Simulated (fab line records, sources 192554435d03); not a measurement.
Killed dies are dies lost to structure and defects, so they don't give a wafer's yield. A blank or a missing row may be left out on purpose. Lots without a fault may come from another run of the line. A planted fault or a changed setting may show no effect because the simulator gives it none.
Which tool did it? | flow n5_finfet | 9 lots, 26 wafers sampled, at 5 steps of a route of 1938

WHAT THE GAUGES READ, wafer by wafer
N5_FIN_SAQP_THK_MEAS_07.
lot  | measured    | on            | thk_nm (nm)
L653 | day 2 16:29 | film_metro-02 | 58.3 59.1
L656 | day 3 09:34 | film_metro-02 | 59.7 60.6 59.8
L657 | day 3 15:18 | film_metro-02 | 59.5 57.8 60.1
L666 | day 5 21:16 | film_metro-02 | 59.5 59.5 60.0
L667 | day 6 03:49 | film_metro-02 | 59.4 60.1 60.1
L668 | day 6 10:02 | film_metro-01 | 60.5 60.5 60.9
L669 | day 6 15:29 | film_metro-01 | 59.7 59.5 60.0
L670 | day 6 21:12 | film_metro-02 | 58.5 59.1 60.6
L672 | day 7 08:53 | film_metro-01 | 59.4 59.8 59.9

N5_BEOL_M4_RC_MEAS_101.
lot  | measured     | on        | DIBL_N (mV/V)  | DIBL_P (mV/V)  | IOFF_N (nA/um)    | IOFF_P (nA/um) | ION_N (uA/um) | ION_P (uA/um) | SS_N (mV/dec)  | SS_P (mV/dec)  | VT_N (mV)   | VT_P (mV)
L653 | day 9 22:49  | prober-01 | 36.7 35.8      | 37.3 35.5      | 0.176 0.165       | 0.21 0.19      | 670 667       | 452 456       | 71.8 71.8      | 73.2 73.5      | 251 247     | -251 -254
L656 | day 10 23:09 | prober-02 | 37.7 36.8 34.7 | 38.8 37.0 35.1 | 0.193 0.170 0.134 | 0.23 0.20 0.18 | 682 665 667   | 463 449 457   | 72.0 71.2 71.4 | 74.0 73.4 73.4 | 248 247 253 | -253 -253 -252
L657 | day 11 01:23 | prober-01 | 33.4 34.5 36.9 | 30.6 33.8 35.4 | 0.099 0.123 0.152 | 0.15 0.19 0.20 | 645 671 662   | 449 467 460   | 70.3 70.3 72.2 | 71.7 72.5 73.3 | 256 252 249 | -254 -251 -249
L666 | day 13 13:57 | prober-01 | 37.7 34.9 34.7 | 38.1 35.4 34.2 | 0.196 0.150 0.131 | 0.22 0.18 0.16 | 686 691 664   | 459 471 449   | 71.2 71.1 70.7 | 73.9 72.9 72.5 | 244 247 250 | -251 -252 -255
L667 | day 13 03:50 | prober-02 | 36.2 37.3 34.6 | 34.5 34.6 32.2 | 0.148 0.146 0.120 | 0.18 0.17 0.16 | 684 674 660   | 464 447 449   | 71.2 71.6 70.6 | 72.7 72.7 72.4 | 248 254 253 | -255 -255 -256
L668 | day 13 06:11 | prober-02 | 35.6 35.3 36.1 | 35.8 35.7 35.7 | 0.151 0.146 0.150 | 0.20 0.20 0.20 | 687 674 673   | 469 461 459   | 71.3 70.9 71.2 | 73.7 73.4 72.6 | 250 248 249 | -250 -251 -249
L669 | day 14 05:24 | prober-02 | 35.8 33.6 34.9 | 34.9 31.3 33.4 | 0.155 0.109 0.135 | 0.19 0.14 0.17 | 680 653 674   | 462 449 463   | 71.8 71.5 71.9 | 72.8 73.0 72.8 | 249 257 250 | -252 -256 -253
L670 | day 14 16:58 | prober-02 | 35.5 36.1 35.4 | 33.7 34.1 33.8 | 0.136 0.144 0.135 | 0.21 0.21 0.20 | 674 661 664   | 473 459 459   | 70.9 71.4 71.3 | 72.8 73.5 73.4 | 254 251 251 | -250 -246 -247
L672 | day 15 06:46 | prober-01 | 35.3 35.7 37.0 | 36.1 36.1 37.1 | 0.156 0.171 0.177 | 0.23 0.22 0.23 | 681 677 676   | 467 468 465   | 71.0 71.2 71.9 | 73.7 74.0 74.4 | 248 249 251 | -249 -250 -250

WHICH TOOL RAN EACH LOT (tool, then ch and the chambers of the sampled wafers, then the start)
lot  | N5_FIN_SAQP_PECVD_48           | N5_FIN_SAQP_STRIP_55              | N5_FIN_SAQP_SPACER1_ETCHBACK_25
L653 | pecvd-02 ch 0, day 2 16:21     | rie_diel-05 ch 1,2, day 2 17:35   | rie_diel-06 ch 0,3, day 2 19:01
L656 | pecvd-02 ch 0,1,2, day 3 09:26 | rie_diel-05 ch 0,1, day 3 10:26   | rie_diel-05 ch 1,2, day 3 13:11
L657 | pecvd-04 ch 1,2, day 3 15:10   | rie_diel-06 ch 2,3, day 3 16:23   | rie_diel-02 ch 0,2, day 3 17:49
L666 | pecvd-01 ch 0,2, day 5 21:08   | rie_diel-05 ch 0,1,2, day 5 23:26 | rie_diel-05 ch 0,1, day 6 01:12
L667 | pecvd-02 ch 0,1,2, day 6 03:41 | rie_diel-06 ch 1,2, day 6 04:49   | rie_diel-05 ch 0,1,3, day 6 06:22
L668 | pecvd-04 ch 0,1, day 6 09:55   | rie_diel-05 ch 0,1, day 6 11:02   | rie_diel-02 ch 0,2, day 6 12:29
L669 | pecvd-04 ch 0,1, day 6 15:21   | rie_diel-05 ch 1,2,3, day 6 16:28 | rie_diel-05 ch 0,2,3, day 6 17:53
L670 | pecvd-04 ch 0,2, day 6 21:05   | rie_diel-02 ch 1,2, day 6 22:17   | rie_diel-05 ch 0,2, day 6 23:42
L672 | pecvd-01 ch 0,1,2, day 7 08:46 | rie_diel-06 ch 0,2,3, day 7 09:52 | rie_diel-06 ch 1,2,3, day 7 11:22
- N5_FIN_SAQP_PECVD_48: deposits SiNx from SiH4/NH3/N2, target thk 25 nm, time 22.1 s.
- N5_FIN_SAQP_STRIP_55: strips in N2/H2.
- N5_FIN_SAQP_SPACER1_ETCHBACK_25: etches SiO2 in CHF3/O2, target depth 24.4 nm, time 12.2 s.

WHAT THE TOOLS THEMSELVES READ (means of the sampled wafers that have a number; where no wafer has one, the mark that the record gives instead)
N5_FIN_SAQP_PECVD_48.
lot  | tool     | chamber_pressure_Torr (Torr) | heater_power_w (W) | showerhead_plenum_p_Torr (Torr) | throttle_valve_pct (%)
L653 | pecvd-02 | 1.499                        | 790                | 5.11                            | 41.8
L656 | pecvd-02 | 1.501                        | 752                | 5.13                            | 39.4
L657 | pecvd-04 | 1.500                        | 764                | 5.15                            | 39.9
L666 | pecvd-01 | 1.495                        | 753                | 5.09                            | 43.0
L667 | pecvd-02 | 1.496                        | 721                | 5.12                            | 39.5
L668 | pecvd-04 | 1.502                        | 661                | 5.22                            | 42.5
L669 | pecvd-04 | 1.500                        | 714                | 5.23                            | 42.5
L670 | pecvd-04 | 1.502                        | 727                | 5.17                            | 41.2
L672 | pecvd-01 | 1.497                        | 756                | 5.14                            | 42.6

N5_FIN_SAQP_STRIP_55.
lot  | tool        | bias_power_w (W) | chamber_pressure_mTorr (mTorr) | drypump_motor_current_A (A) | oes_product_au (a.u.) | rf_vpp_V (V) | showerhead_plenum_p_Torr (Torr) | throttle_valve_pct (%)
L653 | rie_diel-05 | 28.03            | 50.00                          | 5.5                         | 0.75                  | 122.5        | 3.36                            | 18.88
L656 | rie_diel-05 | -                | -                              | -                           | -                     | -            | -                               | -
L657 | rie_diel-06 | -                | -                              | -                           | -                     | -            | -                               | -
L666 | rie_diel-05 | 27.95            | 49.98                          | 5.7                         | 0.74                  | 121.8        | 3.35                            | 18.95
L667 | rie_diel-06 | 27.95            | 49.95                          | 6.1                         | 0.78                  | 121.1        | 3.37                            | 18.83
L668 | rie_diel-05 | 27.93            | 50.07                          | 5.7                         | 0.75                  | 119.5        | 3.36                            | 19.00
L669 | rie_diel-05 | 28.00            | 50.04                          | 5.4                         | 0.79                  | 121.8        | 3.38                            | 19.02
L670 | rie_diel-02 | 28.00            | 49.94                          | 5.5                         | 0.82                  | 122.0        | 3.38                            | 18.95
L672 | rie_diel-06 | 27.93            | 49.95                          | 6.0                         | 0.78                  | 122.0        | 3.35                            | 18.92

N5_FIN_SAQP_SPACER1_ETCHBACK_25.
lot  | tool        | drypump_motor_current_A (A) | oes_o_777_au (a.u.) | oes_product_au (a.u.) | rf_vpp_V (V) | showerhead_plenum_p_Torr (Torr) | throttle_valve_pct (%)
L653 | rie_diel-06 | 5.8                         | 0.73                | 0.73                  | 521          | 2.44                            | 19.00
L656 | rie_diel-05 | 5.4                         | 0.74                | 0.75                  | 521          | 2.40                            | 18.98
L657 | rie_diel-02 | 5.4                         | 0.80                | 0.79                  | 515          | 2.47                            | 19.00
L666 | rie_diel-05 | 5.9                         | 0.74                | 0.74                  | 523          | 2.40                            | 19.06
L667 | rie_diel-05 | 5.7                         | 0.79                | 0.81                  | 518          | 2.42                            | 18.93
L668 | rie_diel-02 | 5.4                         | 0.77                | 0.76                  | 514          | 2.46                            | 19.04
L669 | rie_diel-05 | 5.7                         | 0.78                | 0.78                  | 521          | 2.42                            | 18.89
L670 | rie_diel-05 | 5.8                         | 0.71                | 0.70                  | 526          | 2.40                            | 18.97
L672 | rie_diel-06 | 5.9                         | 0.76                | 0.77                  | 524          | 2.41                            | 18.86

THE ANSWER, worked out from the rows above alone
Rule: what is usual is taken from the lots themselves. Put in order of their means at a reading, lots are off if they are a third of the lots or fewer, leave a main group of 4 or more, and stand apart from it by a gap of 3 or more times the standard deviation of the main group's means; of several such gaps the widest counts. A main group whose means are all the same, to the digits that the tables above print for the reading, isn't used. A lot without any number at a reading at which 4 lots or more have one is off too. The other lots that the step has rows for count as sound. The gauges are gone through in route order, then the tools' own readings, and for those a lot's mean is taken as printed above. The first step at which some lot is off is used, and at that step the reading that is off furthest; a lot without a number counts as furthest.
Off: L656, L657, at N5_FIN_SAQP_STRIP_55 (bias_power_w). Without a number there: L656, L657. The main group: mean 27.97 W, standard deviation 0.037.
A tool fits if, at that step or a process step before it, it ran every lot that is off, and no sound lot after the first of them. None of those tried fits.

WHAT THE SIMULATOR HAD PUT IN
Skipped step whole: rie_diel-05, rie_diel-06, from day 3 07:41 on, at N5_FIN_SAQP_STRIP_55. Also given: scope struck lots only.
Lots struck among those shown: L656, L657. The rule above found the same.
